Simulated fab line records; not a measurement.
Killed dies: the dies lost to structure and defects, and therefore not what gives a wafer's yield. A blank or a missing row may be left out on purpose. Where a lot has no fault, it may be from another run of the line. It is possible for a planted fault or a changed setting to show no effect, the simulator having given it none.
fab line records	flow n5_finfet
record: lots: 5	wafers: 15	last_day: 17
route steps=1938 shown BEOL_M4@1099 BEOL_M5@1112 BEOL_M9@1439 PASSIVATION@1936
lots untouched by any fault: they come from a run of this same line in which no faults occurred
start_h: start of the lot's first displayed wafer, in hours after the record's first day	wait_h: hours since the lot's step before	" identical to the entry in the row above	L1.1+2: a single row standing in for several wafers	- value missing, or start not given	* or withheld: withheld	< > ~ a bound
route shown NAME@n: a module of which the file shows steps, and the number in the route of the first	usual: mean and standard deviation over wafers with no fault	same: alike in all rows	chamber/n: place in a boat	sites: each site's reading	_std_site: standard deviation of those values	_edge_site: inner sites' mean taken away from outer sites' mean	radius_mm: for every site, how far away it sits from the centre of the wafer	mask NAME#n: copy n	behind: the last tool/chamber to shape the wafer	hold: why the lot was held/for how many hours/how that ended	device: transistor that didn't switch, given as n, p or np	end of line: the route-end tests of the same wafers	where a step has no rows: the recipe by itself	killed: not the wafer's yield, but the dies lost to structure and defects at the first sort	map: a wafer's dies, marking killed ones x, the rest . and places with no die _
set.NAME: the run value of the setting; set.NAME@STEP: its run value at that earlier step	model.NAME: the simulator's own value behind a step, which no gauge read
lots seen at some steps along the route; tables by step, rows by wafer
services: a tool's chamber out of use, with start hour (start_h, from the record's first day; less than 0 if before it), hours out, and reason
== steps ==
step: N5_BEOL_M4_ANNEAL_95
recipe: temp_c: 400	time_s: 240	ambient: vacuum
step: N5_BEOL_M4_SPUTTER_96
recipe: material: Cu	target_thk_a: 45	temp_c: -20	chamber_pressure_pa: 0.07	power_w: withheld	time_s: 8.29
step: N5_BEOL_M4_ECD_50
recipe: material: Cu	target_thk_a: 3000
step: N5_BEOL_M4_ANNEAL_51
recipe: temp_c: 225	time_s: 90	ambient: N2
step: N5_BEOL_M4_CMP_52
recipe: stop_on: SiOC	t_overpolish_s: 6.8	down_force_psi: 1	platen_rpm: 50	clearing_platen_down_force_psi: 1.5	clearing_platen_rpm: 50	post_cmp_clean: cu_alkaline	target_thk_nm: 40	clearing_platen_pad_velocity_m_s: 0.99484	pad_velocity_m_s: 0.99484
step: N5_BEOL_M4_PRE_CLEAN_60
recipe: gas: NH3/H2	time_s: 15	temp_c: *	rf_power_w: 300
step: N5_BEOL_M4_CO_CAP_55
recipe: material: Co	target_thk_a: 20	temp_c: 200	precursor: CCTBA/H2	pressure_torr: 30	time_s: 102.1
step: N5_BEOL_M4_PRE_CLEAN_56
recipe: gas: NH3	time_s: 15	temp_c: withheld	rf_power_w: 300
step: N5_BEOL_M4_DEP_57
recipe: material: SiCN	target_thk_a: 80	temp_c: withheld	precursor: 3MS/NH3	pressure_torr: 3	rf_w: 202	time_s: 14
step: N5_BEOL_M4_RC_MEAS_101
usual: DIBL_N: 36.1/1.6	DIBL_P: 35.7/1.8	IOFF_N: 0.159/0.027	IOFF_P: 0.21/0.03	ION_N: 673/10	ION_P: 462/7.4	SS_N: 71.4/0.56	SS_P: 73.2/0.61	VT_N: 249.7/3	VT_P: -250/3.1
lot.wafer	tool	chamber	start_h	wait_h	DIBL_N[mV/V]	DIBL_P[mV/V]	IOFF_N[nA/um]	IOFF_P[nA/um]	ION_N[uA/um]	ION_P[uA/um]	SS_N[mV/dec]	SS_P[mV/dec]	VT_N[mV]	VT_P[mV]
L365.1	prober-02	0	233.33	0.0	34.8	35.1	0.143	0.19	666	460	70.8	73.1	252.5	-251
L365.3	"	0	"	"	35.1	35.9	0.156	0.20	683	468	71.5	73.0	249.0	-249
L365.5	"	0	"	"	34.7	35.2	0.138	0.19	671	460	70.9	72.8	250.0	-253
L366.4	prober-01	0	237.87	0.5	37.7	37.7	0.182	0.25	672	459	71.7	74.1	249.3	-246
L366.5	"	0	"	"	34.0	31.8	0.114	0.16	661	456	71.4	72.5	254.6	-254
L366.6	"	0	"	"	39.2	39.0	0.219	0.27	674	466	71.7	74.4	243.8	-246
L367.3	prober-02	0	245.09	0.3	36.4	37.4	0.155	0.25	675	468	72.0	73.0	252.0	-248
L367.4	"	0	"	"	36.1	37.2	0.154	0.23	668	469	71.0	73.4	251.6	-246
L367.6	"	0	"	"	33.7	34.3	0.113	0.19	646	453	70.3	73.1	257.1	-250
L356.1	prober-02	0	307.56	0.0	35.5	35.5	0.162	0.23	672	467	70.4	73.4	250.9	-247
L356.4	"	0	"	"	34.6	34.5	0.153	0.21	681	469	70.9	72.9	248.9	-248
L356.6	"	0	"	"	34.1	34.6	0.142	0.21	674	466	70.9	72.8	251.2	-247
L375.2	prober-01	0	309.41	0.2	33.5	33.4	0.125	0.17	674	463	71.4	72.5	253.5	-253
L375.4	"	0	"	"	36.8	37.8	0.185	0.24	687	469	71.3	73.4	248.2	-248
L375.5	"	0	"	"	33.9	33.7	0.131	0.17	674	459	71.1	72.3	248.2	-253
step: N5_BEOL_M5_ILD_DEP_00
recipe: material: SiCOH_lowk	target_thk_a: 1406.4	temp_c: 300	precursor: DEMS/porogen	pressure_torr: 5	rf_w: 500	time_s: 25.9
step: N5_BEOL_M5_CURE_79
recipe: temp_c: 385	time_s: 240	ambient: He/Ar	material: SiCOH_lowk
step: N5_BEOL_M5_PECVD_70
recipe: material: SiO2	target_thk_a: 160	temp_c: 400	precursor: TEOS/O2	pressure_torr: 5.5	rf_w: 450	teos_flow_sccm: 53.8	gas: O2	flow_sccm: 3000	time_s: 18
step: N5_BEOL_M5_HM_DEP_02
recipe: material: TiN	target_thk_a: 200	temp_c: 25	chamber_pressure_pa: 0.49996
step: N5_BEOL_M5_COAT_59
recipe: resist: SOC	temp_c: 250	time_s: 60	spin_rpm: 1500	resist_thk_nm: 60
step: N5_BEOL_M5_COAT_60
recipe: resist: SiARC	temp_c: 220	time_s: 60	spin_rpm: 1500	resist_thk_nm: 12
step: N5_BEOL_M5_COAT_71
recipe: resist: underlayer	temp_c: 205	time_s: 60	spin_rpm: 1500	resist_thk_nm: 5
step: N5_BEOL_M5_COAT_05
recipe: resist: CAR-EUV	spin_rpm: 1500	resist_thk_nm: 30
step: N5_BEOL_M5_EBR_07
recipe: solvent: PGMEA	ebr_width_mm: 1.5
step: N5_BEOL_M5_SOFTBAKE_06
recipe: temp_c: 110	time_s: 60	resist: CAR-EUV
step: N5_BEOL_M5_EXPOSE_08
recipe: mask_id: M5	na: 0.33	source_shape: annular	sigma_inner: 0.4	sigma_outer: 0.8	polarization: unpolarized	target_cd_nm: 28	dose_mj: 35.75
step: N5_BEOL_M5_PEB_09
recipe: peb_temp_c: 100	peb_time_s: 60	resist: CAR-EUV
step: N5_BEOL_M5_DEVELOP_10
recipe: develop_time_s: 30	developer: TMAH	resist: CAR-EUV	rinse_liquid: surfactant_rinse	dry: air_spin	dev_temp_c: 23
step: N5_BEOL_M5_DESCUM_16
recipe: chemistry: O2	time_s: 7	source_power_w: 50	bias_power_w: 20	pressure_mtorr: 20	rf_frequency_hz: 2.712e+07	temp_c: 40	resist: CAR-EUV	o2_flow_sccm: 225
step: N5_BEOL_M5_ETCH_72
recipe: chemistry: N2/H2	target: underlayer	target_depth_a: 65	mask_material: CAR-EUV	time_s: 5.2	ion_energy_ev: 200	pressure_mtorr: 30	source_w: 840	bias_w: 150	n2_flow_sccm: 200	h2_flow_sccm: 200	ends: cleared
step: N5_BEOL_M5_ETCH_61
recipe: chemistry: CF4	target: SiARC	target_depth_a: 156	mask_material: CAR-EUV	time_s: 26	ion_energy_ev: 80	pressure_mtorr: 40	source_w: 545	bias_w: 36	Ar_flow_sccm: 100	cf4_flow_sccm: 100	ends: cleared
step: N5_BEOL_M5_ETCH_62
recipe: chemistry: N2/H2	target: SOC	target_depth_a: 750	overetch_a: 150	mask_material: SiARC	temp_c: 40	time_s: 112.5	ion_energy_ev: 200	pressure_mtorr: 30	source_w: 840	bias_w: 150	n2_flow_sccm: 200	h2_flow_sccm: 200
step: N5_BEOL_M5_STRIP_63
recipe: chemistry: N2/H2	temp_c: 40	n2_flow_sccm: 200	h2_flow_sccm: 200	rf_frequency_hz: 6e+07
step: N5_BEOL_M5_STRIP_73
recipe: chemistry: N2/H2	temp_c: 40	n2_flow_sccm: 200	h2_flow_sccm: 200	rf_frequency_hz: 6e+07
step: N5_BEOL_M5_STRIP_64
recipe: chemistry: CF4	resist: SiARC	power_w: 300	bias_power_w: 75	pressure_mtorr: 50	cf4_flow_sccm: 150	rf_frequency_hz: 6e+07
step: N5_BEOL_M5_HM_OPEN_17
recipe: chemistry: Cl2/BCl3	target_depth_a: 200	overetch_a: 60	target: TiN	mask_material: SOC	ion_energy_ev: 150	pressure_mtorr: 10	icp_w: 1000	bias_w: 126	Cl2_flow_sccm: 53.25	bcl3_flow_sccm: 21.75	Ar_flow_sccm: 25
step: N5_BEOL_M5_STRIP_19
recipe: chemistry: O2	power_w: 400	temp_c: 40	pressure_mtorr: 30	rf_frequency_hz: 6e+07	bias_power_w: 0	overash_fraction: 0.2	o2_flow_sccm: 225
step: N5_BEOL_M5_COAT_65
recipe: resist: SOC	temp_c: 250	time_s: 60	spin_rpm: 1500	resist_thk_nm: 60
step: N5_BEOL_M5_COAT_66
recipe: resist: SiARC	temp_c: 220	time_s: 60	spin_rpm: 1500	resist_thk_nm: 12
step: N5_BEOL_M9_ETCH_65
recipe: chemistry: CF4	target: SiARC	target_depth_a: 156	mask_material: CAR-EUV	time_s: 26	ion_energy_ev: 80	pressure_mtorr: 40	source_w: 545	bias_w: 36	Ar_flow_sccm: 100	cf4_flow_sccm: 100	ends: cleared
usual: bias_w: 35.98/0.11	cf4_flow_sccm: 99.98/0.3	drypump_motor_current_A: 5.5/0.4	etch_rf_on_time_s: 26.1/0.62	oes_product_au: 0.67/0.069	rf_vpp_V: 184.2/1.2	showerhead_plenum_p_Torr: 2.15/0.073	throttle_valve_pct: 15.74/0.1
lot.wafer	tool	chamber	start_h	wait_h	bias_w	cf4_flow_sccm	drypump_motor_current_A	etch_rf_on_time_s	oes_product_au	rf_hours_counter_h	rf_vpp_V	showerhead_plenum_p_Torr	throttle_valve_pct	model.CAR-EUV_of_BEOL_M9_COAT_22.thk_nm
L366.4	rie_diel-05	1	287.98	0.0	-	-	-	-	-	-	-	-	-	20.2
L366.5	"	3	"	"	-	-	-	-	-	-	-	-	-	20.4
L366.6	"	2	"	"	-	-	-	-	-	-	-	-	-	20.2
L365.1	rie_diel-05	1	288.39	0.0	-	-	-	-	-	-	-	-	-	20.2
L365.3	"	3	"	"	-	-	-	-	-	-	-	-	-	20.4
L365.5	"	3	"	"	-	-	-	-	-	-	-	-	-	20.4
L367.3	rie_diel-04	0	295.90	0.0	-	-	-	-	-	-	-	-	-	20.4
L367.4	"	1	"	"	-	-	-	-	-	-	-	-	-	20.4
L367.6	"	1	"	"	-	-	-	-	-	-	-	-	-	20.4
L356.1	rie_diel-05	3	352.05	0.0	35.94	99.81	5.4	26.3	0.61	223	181.8	2.05	15.81	11.2
L356.4	"	0	"	"	36.15	99.65	4.9	26.1	0.73	42	184.7	2.18	15.75	11.2
L356.6	"	2	"	"	35.84	100.42	5.7	26.1	0.61	-	182.9	2.02	15.85	11.2
L375.2	rie_diel-05	3	357.29	0.0	35.92	100.18	5.3	26.3	0.60	224	183.9	2.05	15.80	11
L375.4	"	0	"	"	35.81	99.97	4.9	25.9	0.75	43	183.0	2.18	15.77	11
L375.5	"	2	"	"	35.90	99.83	5.6	26.0	0.61	-	183.6	2.02	15.88	10.8
step: N5_BEOL_M9_ETCH_66
recipe: chemistry: N2/H2	target: SOC	target_depth_a: 800	overetch_a: 160	mask_material: SiARC	temp_c: 40	time_s: 120	ion_energy_ev: 200	pressure_mtorr: 30	source_w: 840	bias_w: 150	n2_flow_sccm: 200	h2_flow_sccm: 200
usual: bias_w: 150.1/0.47	chamber_pressure_mTorr: 30.003/0.027	drypump_motor_current_A: 5.5/0.4	oes_product_au: 0.60/0.058	rf_vpp_V: 524.0/2.5	showerhead_plenum_p_Torr: 2.55/0.091	throttle_valve_pct: 17.98/0.2
lot.wafer	tool	chamber	start_h	wait_h	bias_w	chamber_pressure_mTorr	drypump_motor_current_A	oes_product_au	rf_hours_counter_h	rf_vpp_V	showerhead_plenum_p_Torr	throttle_valve_pct
L366.4	rie_diel-05	1	288.03	0.0	150.0	30.008	6.2	0.29	-	524.9	2.57	18.16
L366.5	"	3	"	"	150.7	29.994	5.3	0.27	-	520.3	2.41	17.70
L366.6	"	2	"	"	150.5	30.062	5.7	0.27	-	518.8	2.41	18.03
L365.1	rie_diel-05	1	288.42	0.0	150.4	29.996	6.2	0.30	118	526.1	2.57	18.16
L365.3	"	3	"	"	149.8	29.997	5.3	0.27	205	520.5	2.41	17.70
L365.5	"	3	"	"	150.0	30.057	5.4	0.27	-	521.1	2.41	17.70
L367.3	rie_diel-04	0	295.93	0.0	150.1	30.061	5.5	0.27	226	526.4	2.62	17.68
L367.4	"	1	"	"	150.3	30.006	5.0	0.28	173	525.3	2.63	17.85
L367.6	"	1	"	"	150.4	29.985	5.0	0.27	-	525.9	2.63	17.83
L356.1	rie_diel-05	3	352.08	0.0	151.2	29.997	5.4	0.54	223	520.0	2.40	17.80
L356.4	"	0	"	"	150.3	30.030	4.9	0.67	42	525.6	2.61	18.31
L356.6	"	2	"	"	150.4	30.030	5.7	0.55	-	521.5	2.41	18.11
L375.2	rie_diel-05	3	357.32	0.0	150.4	30.039	5.4	0.55	224	520.3	2.40	17.80
L375.4	"	0	"	"	150.0	29.994	5.0	0.66	43	525.5	2.61	18.32
L375.5	"	2	"	"	149.9	30.042	5.7	0.54	-	520.5	2.41	18.09
step: N5_PASSIVATION_PROBE_49
usual: defect_limited_yield: 91.0/1.3	killed_at_M0_to_M3: 33/10	killed_at_M4_up: 14/5.6	killed_at_contacts: 12/5.8	killed_at_front_end: 43/11	killed_at_other: 4.1/2.8	killed_dies: 106/15	killed_on_rim: 14/3.9	killed_open: 70/12	killed_short: 34/7.5	sort_bin_5_function: 5.3/0.88	sort_bin_6_memory: 3.3/0.64	sort_n_pass: 1074/15	sort_yield_pct: 91.0/1.3
same: gross_dies: 1180	killed_at_back_side: 0	sort_bin_4_leakage[%]: 0	sort_bin_8_speed[%]: 0
lot.wafer	tool	chamber	start_h	wait_h	defect_limited_yield[%]	killed_at_M0_to_M3	killed_at_M4_up	killed_at_contacts	killed_at_front_end	killed_at_other	killed_dies	killed_on_rim	killed_open	killed_short	sort_bin_5_function[%]	sort_bin_6_memory[%]	sort_n_pass	sort_yield_pct[%]
L366.4	prober-01	-	340.87	0.2	0	28	1105	10	37	0	1180	152	63	32	95.4	4.4	0	0
L366.5	prober-01	-	340.92	0.2	0	38	1095	7	38	2	1180	152	57	38	96.4	3.3	0	0
L366.6	prober-01	-	340.97	0.3	0	41	1100	5	29	5	1180	152	73	28	95.9	3.9	0	0
L365.1	prober-01	-	347.30	0.0	0	47	1084	14	34	1	1180	152	65	37	96.6	3.2	0	0
L365.3	prober-01	-	347.40	0.1	0	42	1093	5	38	2	1180	152	55	43	95.5	3.6	0	0
L365.5	prober-01	-	347.50	0.2	0	52	1077	16	30	5	1180	152	67	44	96.0	3.7	0	0
L367.3	prober-02	-	357.35	0.1	0	24	1115	2	35	4	1180	152	50	17	97.1	2.7	0	0
L367.4	prober-02	-	357.40	0.2	0	25	1110	2	41	2	1180	152	59	27	96.2	3.6	0	0
L367.6	prober-02	-	357.50	0.3	0	52	1089	13	23	3	1180	152	77	28	97.1	2.5	0	0
L356.1	prober-01	-	408.06	0.0	89.3	34	21	18	52	1	126	16	78	47	6.2	4.4	1054	89.3
L356.4	prober-01	-	408.21	0.2	90.5	22	20	10	59	1	112	11	79	33	6.2	3.2	1068	90.5
L356.6	prober-01	-	408.31	0.3	88.6	35	21	18	57	4	135	17	82	52	6.4	4.4	1045	88.6
L375.2	prober-02	-	416.23	0.1	93.3	27	12	8	27	5	79	9	54	24	4.6	2.0	1101	93.3
L375.4	prober-02	-	416.33	0.2	90.6	25	24	12	41	9	111	10	70	41	5.7	3.4	1069	90.6
L375.5	prober-02	-	416.38	0.2	89.1	42	18	18	39	12	129	15	87	41	6.9	3.8	1051	89.1
killed by level:class
L366.4 BEOL_M9:area_etch=1084 FIN_SAQP:geometric_particle:short=8 MOL_CONTACT_COAG:geometric_particle:open=8 BEOL_M5:geometric_particle:open=8 BEOL_M0_SAQP:geometric_particle:open=7 FIN_SAQP:geometric_particle:open=6 BEOL_M3:geometric_particle:open=6 BEOL_M0_SAQP:geometric_particle:short=6
L366.5 BEOL_M9:area_etch=1084 FIN_SAQP:geometric_particle:short=12 BEOL_M0_SAQP:geometric_particle:open=11 BEOL_M0_SAQP:geometric_particle:short=10 FIN_SAQP:geometric_particle:open=9 STI_FIN_REVEAL:geometric_particle:open=9 BEOL_M1:geometric_particle:open=7 MOL_CONTACT_COAG:geometric_particle:open=5
L366.6 BEOL_M9:area_etch=1078 BEOL_M0_SAQP:geometric_particle:open=10 BEOL_M4:geometric_particle:open=10 BEOL_M0_SAQP:geometric_particle:short=8 BEOL_M1:geometric_particle:open=8 BEOL_M3:geometric_particle:open=6 DUMMY_GATE:geometric_particle:open=5 BEOL_M2:geometric_particle:open=5
L365.1 BEOL_M9:area_etch=1076 BEOL_M0_SAQP:geometric_particle:open=11 MOL_CONTACT_COAG:geometric_particle:open=10 BEOL_M0_SAQP:geometric_particle:short=9 BEOL_M2:geometric_particle:open=7 BEOL_M1:geometric_particle:open=6 BEOL_M3:geometric_particle:open=6 FIN_SAQP:geometric_particle:short=5
L365.3 BEOL_M9:area_etch=1081 BEOL_M0_SAQP:geometric_particle:short=12 FIN_SAQP:geometric_particle:short=10 STI_FIN_REVEAL:geometric_particle:open=10 BEOL_M0_SAQP:geometric_particle:open=6 BEOL_M1:geometric_particle:open=6 BEOL_M2:geometric_particle:open=5 BEOL_M2:geometric_particle:short=4
L365.5 BEOL_M9:area_etch=1068 BEOL_M0_SAQP:geometric_particle:short=15 MOL_CONTACT_COAG:geometric_particle:open=14 STI_FIN_REVEAL:geometric_particle:open=12 BEOL_M0_SAQP:geometric_particle:open=10 BEOL_M2:geometric_particle:short=10 BEOL_M3:geometric_particle:open=8 BEOL_M1:geometric_particle:open=5
L367.3 BEOL_M9:area_etch=1109 BEOL_M3:geometric_particle:open=8 STI_FIN_REVEAL:geometric_particle:open=7 GATE_CUT:geometric_particle:short=5 BEOL_M2:geometric_particle:open=5 FIN_SAQP:geometric_particle:open=4 GATE_CUT:geometric_particle:open=4 BEOL_M0_SAQP:geometric_particle:open=4
L367.4 BEOL_M9:area_etch=1094 STI_FIN_REVEAL:geometric_particle:open=16 BEOL_M4:geometric_particle:open=7 FIN_SAQP:geometric_particle:short=6 BEOL_M1:geometric_particle:open=5 BEOL_M3:geometric_particle:open=5 FIN_SAQP:geometric_particle:open=4 GATE_CUT:geometric_particle:short=4
L367.6 BEOL_M9:area_etch=1074 BEOL_M2:geometric_particle:open=13 MOL_CONTACT_COAG:geometric_particle:open=10 BEOL_M1:geometric_particle:open=9 BEOL_M0_SAQP:geometric_particle:open=8 STI_FIN_REVEAL:geometric_particle:open=7 BEOL_M3:geometric_particle:open=7 BEOL_M0_SAQP:geometric_particle:short=7
L356.1 FIN_SAQP:geometric_particle:open=15 MOL_CONTACT_COAG:geometric_particle:open=14 BEOL_M0_SAQP:geometric_particle:short=12 BEOL_M4:geometric_particle:open=10 STI_FIN_REVEAL:geometric_particle:open=8 FIN_SAQP:geometric_particle:short=7 BEOL_M0_SAQP:geometric_particle:open=7 GATE_CUT:geometric_particle:short=6
L356.4 FIN_SAQP:geometric_particle:open=22 FIN_SAQP:geometric_particle:short=16 MOL_CONTACT_COAG:geometric_particle:open=10 BEOL_M3:geometric_particle:open=8 BEOL_M4:geometric_particle:open=8 STI_FIN_REVEAL:geometric_particle:open=6 GATE_CUT:geometric_particle:open=3 GATE_CUT:geometric_particle:short=3
L356.6 MOL_CONTACT_COAG:geometric_particle:open=13 STI_FIN_REVEAL:geometric_particle:open=12 BEOL_M2:geometric_particle:open=11 GATE_CUT:geometric_particle:short=9 FIN_SAQP:geometric_particle:short=8 GATE_CUT:geometric_particle:open=7 BEOL_M0_SAQP:geometric_particle:short=7 BEOL_M0_SAQP:geometric_particle:open=7
L375.2 MOL_CONTACT_COAG:geometric_particle:open=7 FIN_SAQP:geometric_particle:open=6 BEOL_M0_SAQP:geometric_particle:short=6 BEOL_M8:geometric_particle:open=6 FIN_SAQP:geometric_particle:short=5 BEOL_M0_SAQP:geometric_particle:open=5 BEOL_M2:geometric_particle:open=5 BEOL_M3:geometric_particle:open=4
L375.4 BEOL_M4:geometric_particle:open=15 FIN_SAQP:geometric_particle:short=13 FIN_SAQP:geometric_particle:open=13 MOL_CONTACT_COAG:geometric_particle:open=10 BEOL_M0_SAQP:geometric_particle:open=6 MIM_TOP:geometric_particle:short=6 BEOL_M0_SAQP:geometric_particle:short=5 BEOL_M2:geometric_particle:open=5
L375.5 STI_FIN_REVEAL:geometric_particle:open=15 MOL_CONTACT_COAG:geometric_particle:open=14 BEOL_M0_SAQP:geometric_particle:open=13 BEOL_M0_SAQP:geometric_particle:short=11 BEOL_M4:geometric_particle:open=11 FIN_SAQP:geometric_particle:short=10 BEOL_M2:geometric_particle:open=8 BEOL_M1:geometric_particle:open=6
map L365.1 (x killed, . not)
_________________xxxxxxxxxxxx________________
______________xxxxxxxxxxxxxxxxxx_____________
___________xxxxxxxxxxxxxxxxxxxxxxxx__________
__________xxxxxxxxxxxxxxxxxxxxxxxxxx_________
________xxxxxxxxxxxxxxxxxxxxxxxxxxxxxx_______
_______xxxxxxxxxxxxxxxxxxxxxxxxxxxxxxxx______
______xxxxxxxxxxxxxxxxxxxxxxxxxxxxxxxxxx_____
_____xxxxxxxxxxxxxxxxxxxxxxxxxxxxxxxxxxxx____
____xxxxxxxxxxxxxxxxxxxxxxxxxxxxxxxxxxxxxx___
___xxxxxxxxxxxxxxxxxxxxxxxxxxxxxxxxxxxxxxxx__
___xxxxxxxxxxxxxxxxxxxxxxxxxxxxxxxxxxxxxxxx__
__xxxxxxxxxxxxxxxxxxxxxxxxxxxxxxxxxxxxxxxxxx_
__xxxxxxxxxxxxxxxxxxxxxxxxxxxxxxxxxxxxxxxxxx_
_xxxxxxxxxxxxxxxxxxxxxxxxxxxxxxxxxxxxxxxxxxxx
_xxxxxxxxxxxxxxxxxxxxxxxxxxxxxxxxxxxxxxxxxxxx
_xxxxxxxxxxxxxxxxxxxxxxxxxxxxxxxxxxxxxxxxxxxx
_xxxxxxxxxxxxxxxxxxxxxxxxxxxxxxxxxxxxxxxxxxxx
_xxxxxxxxxxxxxxxxxxxxxxxxxxxxxxxxxxxxxxxxxxxx
_xxxxxxxxxxxxxxxxxxxxxxxxxxxxxxxxxxxxxxxxxxxx
_xxxxxxxxxxxxxxxxxxxxxxxxxxxxxxxxxxxxxxxxxxxx
_xxxxxxxxxxxxxxxxxxxxxxxxxxxxxxxxxxxxxxxxxxxx
__xxxxxxxxxxxxxxxxxxxxxxxxxxxxxxxxxxxxxxxxxx_
__xxxxxxxxxxxxxxxxxxxxxxxxxxxxxxxxxxxxxxxxxx_
___xxxxxxxxxxxxxxxxxxxxxxxxxxxxxxxxxxxxxxxx__
___xxxxxxxxxxxxxxxxxxxxxxxxxxxxxxxxxxxxxxxx__
____xxxxxxxxxxxxxxxxxxxxxxxxxxxxxxxxxxxxxx___
_____xxxxxxxxxxxxxxxxxxxxxxxxxxxxxxxxxxxx____
______xxxxxxxxxxxxxxxxxxxxxxxxxxxxxxxxxx_____
_______xxxxxxxxxxxxxxxxxxxxxxxxxxxxxxxx______
________xxxxxxxxxxxxxxxxxxxxxxxxxxxxxx_______
__________xxxxxxxxxxxxxxxxxxxxxxxxxx_________
___________xxxxxxxxxxxxxxxxxxxxxxxx__________
______________xxxxxxxxxxxxxxxxxx_____________
_________________xxxxxxxxxxxx________________
map L366.4 (x killed, . not)
_________________xxxxxxxxxxxx________________
______________xxxxxxxxxxxxxxxxxx_____________
___________xxxxxxxxxxxxxxxxxxxxxxxx__________
__________xxxxxxxxxxxxxxxxxxxxxxxxxx_________
________xxxxxxxxxxxxxxxxxxxxxxxxxxxxxx_______
_______xxxxxxxxxxxxxxxxxxxxxxxxxxxxxxxx______
______xxxxxxxxxxxxxxxxxxxxxxxxxxxxxxxxxx_____
_____xxxxxxxxxxxxxxxxxxxxxxxxxxxxxxxxxxxx____
____xxxxxxxxxxxxxxxxxxxxxxxxxxxxxxxxxxxxxx___
___xxxxxxxxxxxxxxxxxxxxxxxxxxxxxxxxxxxxxxxx__
___xxxxxxxxxxxxxxxxxxxxxxxxxxxxxxxxxxxxxxxx__
__xxxxxxxxxxxxxxxxxxxxxxxxxxxxxxxxxxxxxxxxxx_
__xxxxxxxxxxxxxxxxxxxxxxxxxxxxxxxxxxxxxxxxxx_
_xxxxxxxxxxxxxxxxxxxxxxxxxxxxxxxxxxxxxxxxxxxx
_xxxxxxxxxxxxxxxxxxxxxxxxxxxxxxxxxxxxxxxxxxxx
_xxxxxxxxxxxxxxxxxxxxxxxxxxxxxxxxxxxxxxxxxxxx
_xxxxxxxxxxxxxxxxxxxxxxxxxxxxxxxxxxxxxxxxxxxx
_xxxxxxxxxxxxxxxxxxxxxxxxxxxxxxxxxxxxxxxxxxxx
_xxxxxxxxxxxxxxxxxxxxxxxxxxxxxxxxxxxxxxxxxxxx
_xxxxxxxxxxxxxxxxxxxxxxxxxxxxxxxxxxxxxxxxxxxx
_xxxxxxxxxxxxxxxxxxxxxxxxxxxxxxxxxxxxxxxxxxxx
__xxxxxxxxxxxxxxxxxxxxxxxxxxxxxxxxxxxxxxxxxx_
__xxxxxxxxxxxxxxxxxxxxxxxxxxxxxxxxxxxxxxxxxx_
___xxxxxxxxxxxxxxxxxxxxxxxxxxxxxxxxxxxxxxxx__
___xxxxxxxxxxxxxxxxxxxxxxxxxxxxxxxxxxxxxxxx__
____xxxxxxxxxxxxxxxxxxxxxxxxxxxxxxxxxxxxxx___
_____xxxxxxxxxxxxxxxxxxxxxxxxxxxxxxxxxxxx____
______xxxxxxxxxxxxxxxxxxxxxxxxxxxxxxxxxx_____
_______xxxxxxxxxxxxxxxxxxxxxxxxxxxxxxxx______
________xxxxxxxxxxxxxxxxxxxxxxxxxxxxxx_______
__________xxxxxxxxxxxxxxxxxxxxxxxxxx_________
___________xxxxxxxxxxxxxxxxxxxxxxxx__________
______________xxxxxxxxxxxxxxxxxx_____________
_________________xxxxxxxxxxxx________________
== services ==
tool	chamber	start_h	hours	kind
rie_diel-04	3	330.35	22.4	repair
== key ==
first_sign: step: N5_BEOL_M9_ETCH_65	reading: tool_record	direction: missing
effect: step: N5_BEOL_M9_ETCH_66	reading: oes_product_au	direction: down	sigmas: 5.6	usual: 0.60	struck: 0.28
effect: step: N5_PASSIVATION_PROBE_49	reading: killed_at_M4_up	direction: up	sigmas: 99+	usual: 14	struck: 1096
model_effect: step: N5_BEOL_M9_ETCH_65	value: CAR-EUV_of_BEOL_M9_COAT_22.thk_nm	without: 11.16	struck: 20.33
more_kills_born_at: N5_BEOL_M9_ETCH_65@rie_diel-05: 6471	N5_BEOL_M9_ETCH_65@rie_diel-04: 3277
met_at N5_BEOL_M9_ETCH_65
struck_wafers L365.1,L365.3,L365.5,L366.4,L366.5,L366.6,L367.3,L367.4,L367.6
later_rows_left_out L365.1,L365.3,L365.5,L366.4,L366.5,L366.6,L367.3,L367.4,L367.6
fault: kind: skipped_step_whole	tool: rie_diel-04,rie_diel-05	chamber: -	onset_h: 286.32	steps: N5_BEOL_M9_ETCH_65	scope: struck_lots_only
later_rows_left_out: the simulator's readings of these wafers behind a module that went badly wrong aren't trusted and aren't shown, but for the sort
